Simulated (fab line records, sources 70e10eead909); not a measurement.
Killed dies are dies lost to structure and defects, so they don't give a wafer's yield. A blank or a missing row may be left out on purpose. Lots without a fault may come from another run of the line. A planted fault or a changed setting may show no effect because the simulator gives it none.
fab line records | flow nand_harc
record lots=12 wafers=36 last_day=33
route steps=1302 shown P_ZERO_WELL@41 A_BONDPAD@1203 END@1302
lots that met no fault: from a run of the same line without faults
start_h: hours from the record's first day to the start of the lot's first wafer shown | wait_h: hours since the lot's step before | " the same as in the row above | L1.1+2: a row that stands for several wafers | - no value, or no start given | * or withheld: withheld | < > ~ a bound
route shown NAME@n: a module of which the file shows steps, and the number in the route of the first | usual: mean/standard deviation of fault-free wafers | same: alike in all rows | chamber/n: place in a boat | sites: the reading at each site | _std_site: their standard deviation | _edge_site: outer sites' mean less inner sites' | radius_mm: how far each site lies from the wafer's centre | mask NAME#n: copy n | behind: the tool/chamber that last shaped the wafer | hold: why the lot was held/for how many hours/how that ended | device: the transistor (n, p or np) that didn't switch | end of line: the same wafers' tests at the end of the route | a step without rows: its recipe alone | killed: dies lost to structure and defects at the first sort, not the wafer's yield | map: a wafer's dies, x killed, . not, _ none there
set.NAME: the setting as run; set.NAME@STEP: as run at that earlier step | model.NAME: the simulator's own value behind a step, which no gauge read
steps of the route over a sample of lots; a table a step, a row a wafer
services: from which hour (start_h, from the record's first day; less than 0 if before it) a tool's chamber was out of use, for how many hours, and why
## steps
# step NHARC_P_ZERO_WELL_EXPOSE_34
# recipe na=0.6 target_cd_nm=720 dose_mj=22.31 mask_id=P_PWELL
# columns lot.wafer tool chamber start_h wait_h mask
L535.2+3+5 krf_scanner-04 0 23.94 - P_PWELL#0
L538.2+5+6 krf_scanner-02 0 53.83 - P_PWELL#0
L539.2+3+6 krf_scanner-04 0 64.25 - P_PWELL#0
L540.1+3+6 krf_scanner-04 0 74.52 - P_PWELL#0
L541.2+3+5 krf_scanner-02 0 83.84 - P_PWELL#0
L542.3+5+6 krf_scanner-04 0 94.09 - P_PWELL#0
L543.2+3+4 krf_scanner-04 0 103.98 - P_PWELL#0
L549.3+5+6 krf_scanner-04 0 163.87 - P_PWELL#0
L554.1+3+4 krf_scanner-02 0 214.53 - P_PWELL#0
L555.1+2+3 krf_scanner-02 0 223.89 - P_PWELL#0
L556.4+5+6 krf_scanner-02 0 233.96 - P_PWELL#0
L558.2+3+5 krf_scanner-01 0 254.02 - P_PWELL#0
# step NHARC_A_BONDPAD_CMP_29
# recipe target_thk_nm=200 material=SiCN
# usual motor_current_A=12.0/0.99 slurry_flow_ml_min=149.9/0.45
# columns lot.wafer tool chamber start_h wait_h motor_current_A slurry_flow_ml_min
L535.2 cmp-01 0 526.83 - 13.9 149.6
L535.3 " 1 " " 13.4 150.2
L535.5 " 0 " " 13.4 149.2
L538.2 cmp-03 1 542.77 - 12.9 150.0
L538.6 " 0 " " 11.7 149.2
L538.5 " 1 " " 12.9 150.4
L539.3 cmp-02 2 559.05 - 13.2 149.6
L539.2 " 0 " " 11.2 150.7
L539.6 " 2 " " 13.3 149.9
L540.1 cmp-03 2 566.32 - 11.2 149.4
L540.3 " 3 " " 11.4 150.5
L540.6 " 2 " " 10.8 150.3
L541.3 cmp-03 2 590.43 - 10.8 149.9
L541.2 " 3 " " 12.7 149.5
L541.5 " 2 " " 10.6 150.1
L542.3 cmp-02 1 605.50 - 10.8 150.1
L542.6 " 3 " " 12.6 149.3
L542.5 " 0 " " 11.4 150.1
L543.4 cmp-03 3 631.56 - 12.2 149.9
L543.3 " 1 " " 13.3 149.6
L543.2 " 2 " " 10.8 150.2
L549.3 cmp-02 0 670.98 - 10.7 150.2
L549.5 " 0 " " 10.5 148.9
L549.6 " 1 " " 10.5 150.7
L555.3 cmp-02 0 720.49 - 11.0 150.5
L555.1 " 1 " " 10.9 150.2
L555.2 " 2 " " 12.6 150.2
L554.1 cmp-01 2 722.15 - 12.7 149.3
L554.4 " 3 " " 10.8 150.2
L554.3 " 1 " " 13.4 149.8
L556.4 cmp-03 3 734.92 0.3 11.7 149.3
L556.5 " 3 " " 12.5 149.9
L556.6 " 0 " " 12.4 150.6
L558.3 cmp-02 2 764.15 - 13.8 149.5
L558.2 " 3 " " 12.4 150.1
L558.5 " 2 " " 13.7 150.4
# step NHARC_A_BONDPAD_ETCH_24
# recipe target_depth_a=300 over_etch_frac=0.3 time_s=72.99 ion_energy_ev=150 cf4_flow_sccm=50 n2_flow_sccm=100 ar_flow_sccm=150 rf_w=300 bias_w=100 chemistry=CF4/N2
# usual cf4_flow_sccm=50.00/0.17 drypump_motor_current_A=5.97/0.26 mfc_ar_sccm=150.0/0.5 oes_product_au=1.004/0.0093 rf_vpp_V=314.1/2.1 showerhead_plenum_p_Torr=2.62/0.12 throttle_valve_pct=19.794/0.009
# columns lot.wafer tool chamber start_h wait_h cf4_flow_sccm drypump_motor_current_A mfc_ar_sccm oes_product_au rf_hours_counter_h rf_vpp_V showerhead_plenum_p_Torr throttle_valve_pct
L535.2 rie_diel-11 2 - - 49.89 5.56 150.1 1.017 27 311.1 2.44 19.792
L535.3 " 3 " " 49.89 5.82 150.0 1.019 24 318.2 2.83 19.796
L535.5 " 2 " " 50.25 5.55 149.8 1.014 - 311.0 2.44 19.792
L538.2 rie_diel-09 2 - - 49.86 6.12 149.4 1.013 1 311.6 2.54 19.785
L538.6 " 1 " " 49.67 6.21 150.0 1.019 - 315.4 2.66 19.791
L538.5 " 2 " " 50.08 6.13 150.0 1.012 - 313.7 2.54 19.780
L539.3 rie_diel-09 1 - - 50.01 6.20 150.7 1.018 2 314.0 2.66 19.800
L539.2 " 3 " " 49.96 5.50 149.9 1.010 2 312.0 2.45 19.789
L539.6 " 0 " " 50.06 5.89 149.6 0.994 - 312.7 2.50 19.788
L540.1 rie_diel-11 1 - - 49.92 5.78 149.5 1.004 42 315.2 2.69 19.793
L540.3 " 2 " " 49.72 5.53 149.6 1.006 42 310.8 2.43 19.803
L540.6 " 1 " " 49.74 5.80 149.5 1.010 - 314.8 2.69 19.787
L541.2 rie_diel-09 2 - - 49.94 6.13 149.6 0.990 3 311.7 2.54 19.804
L541.3 " 0 " " 50.09 5.88 149.7 0.988 2 313.2 2.50 19.792
L541.5 " 2 " " 49.80 6.11 150.4 0.998 - 312.0 2.54 19.779
L542.3 rie_diel-07 3 - - 49.91 6.24 148.9 1.009 24 316.2 2.68 19.794
L542.5 " 0 " " 50.21 6.16 150.8 1.000 - 316.1 2.72 19.788
L542.6 " 1 " " 50.02 5.93 150.1 1.004 - 316.1 2.72 19.784
L543.2 rie_diel-09 1 - - 50.14 6.21 150.1 1.010 4 315.5 2.66 19.812
L543.3 " 2 " " 50.12 6.11 149.8 0.998 4 313.0 2.54 19.810
L543.4 " 3 " " 50.03 5.49 150.0 1.000 3 309.5 2.45 19.791
L549.3 rie_diel-07 3 672.60 0.2 50.11 6.26 149.9 0.994 5 315.4 2.67 19.802
L549.6 " 1 " " 50.08 5.89 150.3 0.993 - 314.9 2.72 19.792
L549.5 " 2 " " 50.03 6.12 149.2 1.004 - 316.9 2.81 19.773
L555.2 rie_diel-07 2 - - 50.45 6.07 150.8 1.005 9 318.1 2.81 19.807
L555.1 " 3 " " 50.11 6.24 149.7 0.996 9 315.2 2.67 19.798
L555.3 " 1 " " 49.87 5.93 149.6 0.996 8 316.4 2.72 19.789
L554.1 rie_diel-09 3 - - 50.09 5.50 149.8 1.021 1 311.2 2.45 19.786
L554.4 " 0 " " 49.89 5.89 149.4 1.015 1 311.2 2.50 19.787
L554.3 " 2 " " 50.07 6.16 150.0 0.997 1 311.6 2.54 19.793
L556.4 rie_diel-09 2 - - 49.90 6.14 149.1 0.988 1 313.9 2.54 19.789
L556.6 " 1 " " 50.24 6.22 150.6 0.995 - 314.2 2.66 19.804
L556.5 " 2 " " 49.94 6.11 149.5 1.007 - 312.9 2.54 19.799
L558.2 rie_diel-09 0 - - 50.12 5.90 149.3 1.026 2 312.7 2.50 19.801
L558.3 " 1 " " 50.12 6.20 149.9 0.995 2 313.9 2.66 19.787
L558.5 " 3 " " 49.52 5.49 149.7 1.014 - 311.1 2.45 19.788
# step NHARC_A_BONDPAD_CMP_19
# recipe t_overpolish_s=30 cu_recess_touch_s=16 target_thk_nm=169.82
# usual motor_current_A=12.1/1.1 overpolish_run_s=30.000/0.009 slurry_flow_ml_min=150.0/0.44
# same cu_recess_touch_s=16 t_overpolish_s=30
# columns lot.wafer tool chamber start_h wait_h motor_current_A overpolish_run_s slurry_flow_ml_min
L535.2 cmp-01 3 529.84 - 11.1 29.998 150.4
L535.3 " 0 " " 13.7 29.999 149.8
L535.5 " 3 " " 10.6 29.986 149.6
L538.2 cmp-02 3 545.91 - 12.2 30.028 149.8
L538.5 " 1 " " 11.1 29.986 150.6
L538.6 " 2 " " 12.7 30.010 149.1
L539.2 cmp-01 3 562.02 - 11.2 30.005 149.4
L539.3 " 0 " " 13.5 29.996 150.4
L539.6 " 2 " " 13.2 30.001 148.8
L540.3 cmp-02 0 569.28 - 10.8 30.008 150.1
L540.1 " 1 " " 10.2 30.021 150.7
L540.6 " 3 " " 12.4 29.995 149.9
L541.3 cmp-02 3 593.51 - 12.0 30.002 150.2
L541.2 " 2 " " 13.7 29.993 150.3
L541.5 " 3 " " 12.2 30.002 151.1
L542.3 cmp-02 0 608.52 - 11.0 30.000 150.2
L542.6 " 0 " " 10.6 29.987 150.4
L542.5 " 1 " " 11.2 29.995 150.5
L543.3 cmp-03 2 634.63 - 10.8 29.995 149.9
L543.2 " 3 " " 12.5 29.984 149.0
L543.4 " 1 " " 13.3 30.004 149.5
L549.3 cmp-01 0 674.30 - 13.5 30.010 150.3
L549.6 " 1 " " 12.9 30.007 149.8
L549.5 " 2 " " 13.3 29.992 150.4
L555.3 cmp-01 1 723.56 - 13.0 29.984 150.2
L555.1 " 2 " " 12.9 29.990 150.2
L555.2 " 3 " " 10.2 30.010 150.0
L554.3 cmp-01 2 725.22 - 13.3 29.992 149.5
L554.1 " 3 " " 10.7 29.995 149.8
L554.4 " 1 " " 13.3 29.995 150.4
L556.4 cmp-03 2 737.88 - 10.5 30.004 149.8
L556.6 " 1 " " 12.8 30.003 149.8
L556.5 " 2 " " 11.0 29.998 150.2
L558.3 cmp-02 0 767.20 - 10.6 30.008 150.7
L558.2 " 2 " " 13.2 29.997 150.6
L558.5 " 0 " " 10.4 29.998 149.5
# step NHARC_END_SORT_01
# recipe temp_c=25
# usual killed_at_array=64/16 killed_at_other=1.0/1.1 killed_at_periphery=3.5/2.3 killed_dies=69/17 killed_open=3.2/1.6 killed_short=2.4/1.6
# same gross_dies=677
# columns lot.wafer tool chamber start_h wait_h hold killed_at_array killed_at_other killed_at_periphery killed_dies killed_open killed_short
L538.2 prober-02 0 584.34 2.8 - 54 2 4 60 4 2
L538.5 prober-02 0 586.75 3.7 - 66 0 3 69 6 0
L538.6 prober-02 0 587.55 4.0 - 51 0 0 51 1 2
L543.2 prober-01 0 664.88 2.8 await_dispo/2.1h/scrap 64 1 567 632 5 1
L543.3 prober-01 0 665.66 3.1 await_dispo/2.1h/scrap 62 0 580 642 4 2
L543.4 prober-01 0 666.45 3.4 await_dispo/2.1h/scrap 50 3 594 647 4 0
L549.3 prober-02 0 708.60 3.1 await_dispo/7.9h/scrap 47 1 573 621 3 2
L549.5 prober-02 0 710.18 3.7 await_dispo/7.9h/scrap 40 0 581 621 4 3
L549.6 prober-02 0 710.97 4.0 await_dispo/7.9h/scrap 48 0 580 628 5 4
L554.1 prober-01 0 762.39 2.5 - 69 0 1 70 2 2
L554.3 prober-01 0 763.97 3.1 - 54 0 1 55 4 3
L554.4 prober-01 0 764.76 3.4 - 62 1 3 66 6 5
L556.4 prober-01 0 774.72 3.4 - 78 1 4 83 2 1
L556.5 prober-01 0 775.53 3.8 - 77 2 6 85 3 4
L556.6 prober-01 0 776.34 4.1 - 79 1 4 84 6 3
L558.2 prober-02 0 795.59 2.8 - 54 0 3 57 6 6
L558.3 prober-02 0 796.38 3.1 - 56 0 4 60 5 3
L558.5 prober-02 0 797.94 3.6 - 45 0 3 48 6 1
# killed by level:class
L538.2 A_CHANNEL_HOLE_D1:chamber_film_flake=29 A_CHANNEL_HOLE_D2:chamber_film_flake=16 A_DECK1_JOINT:chamber_film_flake=2 A_CHANNEL_FILL_D2:chamber_film_flake=2 A_M1:chamber_film_flake=2 P_GATE:geometric_particle:open=1 P_CONTACT:geometric_particle:short=1 P_M1:geometric_particle:short=1
L538.5 A_CHANNEL_HOLE_D1:chamber_film_flake=36 A_CHANNEL_HOLE_D2:chamber_film_flake=13 A_M1:geometric_particle:open=3 A_ZERO_WELL:chamber_film_flake=2 A_DECK1_JOINT:chamber_film_flake=2 A_CHANNEL_FILL_D2:chamber_film_flake=2 A_CONTACT:chamber_film_flake=2 A_BONDPAD:chamber_film_flake=2
L538.6 A_CHANNEL_HOLE_D1:chamber_film_flake=29 A_CHANNEL_HOLE_D2:chamber_film_flake=8 A_STAIRCASE:chamber_film_flake=3 A_WL_FILL:chamber_film_flake=3 A_ONON_D1:geometric_particle:short=1 A_ONON_D2:geometric_particle:short=1 A_ONON_D2:geometric_particle:open=1 A_ZERO_WELL:chamber_film_flake=1
L543.2 P_ZERO_WELL:overlay=564 A_CHANNEL_HOLE_D1:chamber_film_flake=34 A_CHANNEL_HOLE_D2:chamber_film_flake=18 A_CHANNEL_FILL_D1:chamber_film_flake=3 P_M2:chamber_film_flake=2 A_CONTACT:chamber_film_flake=2 P_CONTACT:geometric_particle:open=1 A_CHANNEL_FILL_D1:geometric_particle:short=1
L543.3 P_ZERO_WELL:overlay=578 A_CHANNEL_HOLE_D1:chamber_film_flake=33 A_CHANNEL_HOLE_D2:chamber_film_flake=19 A_CHANNEL_FILL_D2:geometric_particle:short=2 A_SGD_CUT:geometric_particle:open=2 P_CONTACT:geometric_particle:open=1 A_WL_FILL:geometric_particle:open=1 P_STI:chamber_film_flake=1
L543.4 P_ZERO_WELL:overlay=592 A_CHANNEL_HOLE_D1:chamber_film_flake=27 A_CHANNEL_HOLE_D2:chamber_film_flake=13 A_SLIT:chamber_film_flake=3 THIN_TSV:chamber_film_flake=3 A_ZERO_WELL:chamber_film_flake=2 P_CONTACT:geometric_particle:open=1 A_SGD_CUT:geometric_particle:open=1
L549.3 P_ZERO_WELL:overlay=564 A_CHANNEL_HOLE_D2:chamber_film_flake=20 A_CHANNEL_HOLE_D1:chamber_film_flake=13 A_SLIT:chamber_film_flake=6 P_M0:chamber_film_flake=4 P_BONDPAD:chamber_film_flake=2 A_STAIRCASE:chamber_film_flake=2 P_STI:geometric_particle:open=1
L549.5 P_ZERO_WELL:overlay=573 A_CHANNEL_HOLE_D2:chamber_film_flake=18 A_CHANNEL_HOLE_D1:chamber_film_flake=9 A_STAIRCASE:chamber_film_flake=4 A_SLIT:chamber_film_flake=3 P_GATE:geometric_particle:open=2 P_M0:chamber_film_flake=2 P_BONDPAD:chamber_film_flake=2
L549.6 P_ZERO_WELL:overlay=570 A_CHANNEL_HOLE_D2:chamber_film_flake=22 A_CHANNEL_HOLE_D1:chamber_film_flake=10 P_BONDPAD:chamber_film_flake=5 A_STAIRCASE:chamber_film_flake=4 A_WL_FILL:geometric_particle:open=3 P_M0:chamber_film_flake=3 A_SLIT:chamber_film_flake=2
L554.1 A_CHANNEL_HOLE_D2:chamber_film_flake=23 A_CHANNEL_HOLE_D1:chamber_film_flake=19 A_CONTACT:chamber_film_flake=6 A_SLIT:chamber_film_flake=4 A_STAIRCASE:chamber_film_flake=4 A_CHANNEL_FILL_D2:chamber_film_flake=3 A_WL_FILL:chamber_film_flake=3 A_BLC:geometric_particle:open=2
L554.3 A_CHANNEL_HOLE_D2:chamber_film_flake=20 A_SLIT:chamber_film_flake=7 A_STAIRCASE:chamber_film_flake=6 A_CHANNEL_HOLE_D1:chamber_film_flake=5 A_DECK1_JOINT:geometric_particle:short=2 A_M0:geometric_particle:open=2 A_ZERO_WELL:chamber_film_flake=2 A_CHANNEL_FILL_D2:chamber_film_flake=2
L554.4 A_CHANNEL_HOLE_D2:chamber_film_flake=19 A_CHANNEL_HOLE_D1:chamber_film_flake=11 A_SLIT:chamber_film_flake=7 A_STAIRCASE:chamber_film_flake=6 A_CHANNEL_FILL_D2:chamber_film_flake=4 A_CHANNEL_FILL_D1:geometric_particle:open=2 A_WL_FILL:chamber_film_flake=2 A_CONTACT:chamber_film_flake=2
L556.4 A_SLIT:chamber_film_flake=26 A_CHANNEL_HOLE_D2:chamber_film_flake=23 A_CHANNEL_HOLE_D1:chamber_film_flake=11 A_CONTACT:chamber_film_flake=10 P_ZERO_WELL:chamber_film_flake=3 A_STAIRCASE:chamber_film_flake=3 A_WL_FILL:chamber_film_flake=2 A_ONON_D2:geometric_particle:open=1
L556.5 A_SLIT:chamber_film_flake=31 A_CHANNEL_HOLE_D2:chamber_film_flake=18 A_CHANNEL_HOLE_D1:chamber_film_flake=13 A_CONTACT:chamber_film_flake=7 A_CHANNEL_FILL_D2:geometric_particle:short=2 P_ZERO_WELL:chamber_film_flake=2 A_STAIRCASE:chamber_film_flake=2 THIN_TSV:chamber_film_flake=2
L556.6 A_SLIT:chamber_film_flake=24 A_CHANNEL_HOLE_D2:chamber_film_flake=19 A_CONTACT:chamber_film_flake=15 A_CHANNEL_HOLE_D1:chamber_film_flake=9 A_STAIRCASE:chamber_film_flake=4 A_WL_FILL:chamber_film_flake=3 P_CONTACT:geometric_particle:open=2 A_ONON_D2:geometric_particle:short=2
L558.2 A_CHANNEL_HOLE_D2:chamber_film_flake=27 A_SLIT:chamber_film_flake=8 A_CONTACT:chamber_film_flake=3 A_ONON_D2:geometric_particle:short=2 A_CHANNEL_FILL_D2:geometric_particle:short=2 A_BLC:geometric_particle:open=2 A_M0:geometric_particle:open=2 P_BONDPAD:chamber_film_flake=2
L558.3 A_CHANNEL_HOLE_D2:chamber_film_flake=30 A_CONTACT:chamber_film_flake=6 A_SLIT:chamber_film_flake=6 A_CHANNEL_HOLE_D1:chamber_film_flake=5 A_CHANNEL_FILL_D2:geometric_particle:open=2 A_STAIRCASE:chamber_film_flake=2 P_STI:geometric_particle:short=1 P_GATE:geometric_particle:open=1
L558.5 A_CHANNEL_HOLE_D2:chamber_film_flake=32 A_CHANNEL_HOLE_D1:chamber_film_flake=2 A_STAIRCASE:chamber_film_flake=2 A_SLIT:chamber_film_flake=2 P_GATE:geometric_particle:open=1 P_CONTACT:geometric_particle:open=1 A_SOURCE_PLATE:geometric_particle:short=1 A_ONON_D1:geometric_particle:open=1
## services
# columns tool chamber start_h hours kind
cmp-01 - 11.16 2.2 repair
cmp-02 - 36.57 4.0 pm
rie_diel-09 - 45.21 0.6 repair
cmp-02 - 45.41 3.3 repair
cmp-02 - 53.67 0.3 repair
cmp-03 - 64.03 4.0 pm
rie_diel-09 3 84.39 4.2 repair
cmp-02 - 84.53 2.9 repair
cmp-01 - 85.09 0.9 repair
cmp-01 - 87.56 4.0 pm
cmp-02 - 134.57 4.0 pm
cmp-02 - 145.19 2.3 repair
cmp-01 - 154.47 1.5 repair
cmp-03 - 162.03 4.0 pm
rie_diel-09 3 168.87 7.5 repair
cmp-02 - 212.43 1.5 repair
cmp-02 - 232.71 4.0 pm
cmp-02 - 321.47 3.5 repair
cmp-02 - 330.71 4.0 pm
cmp-02 - 428.81 4.0 pm
cmp-02 - 526.81 4.0 pm
cmp-02 - 624.81 4.0 pm
cmp-02 - 714.69 1.9 repair
cmp-02 - 722.92 4.0 pm
## key
first_sign step=NHARC_END_SORT_01 reading=killed_at_periphery direction=up sigmas=99+ usual=3.5 struck=579.2
effect step=NHARC_END_SORT_01 reading=killed_dies direction=up sigmas=34 usual=69 struck=632
more_kills_born_at NHARC_P_ZERO_WELL_EXPOSE_34@krf_scanner-04=3441
met_at NHARC_P_ZERO_WELL_EXPOSE_34
struck_lots L543,L549
tester_left_out L543,L549
not_acting_at NHARC_A_BONDPAD_CMP_29,NHARC_A_BONDPAD_ETCH_24,NHARC_A_BONDPAD_CMP_19
onset_between 94.09 103.98
fault kind=scanner_matching_overlay tool=krf_scanner-04 chamber=- onset_h=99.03 steps=NHARC_P_ZERO_WELL_EXPOSE_34 offset=157.21
# tester_left_out: of these lots the tester's yield and bins aren't shown, on N5 and GAA mostly nor the transistor test; their killed dies are dies lost to structure and defects alone, not to doping, threshold or leakage, so they don't give the yield
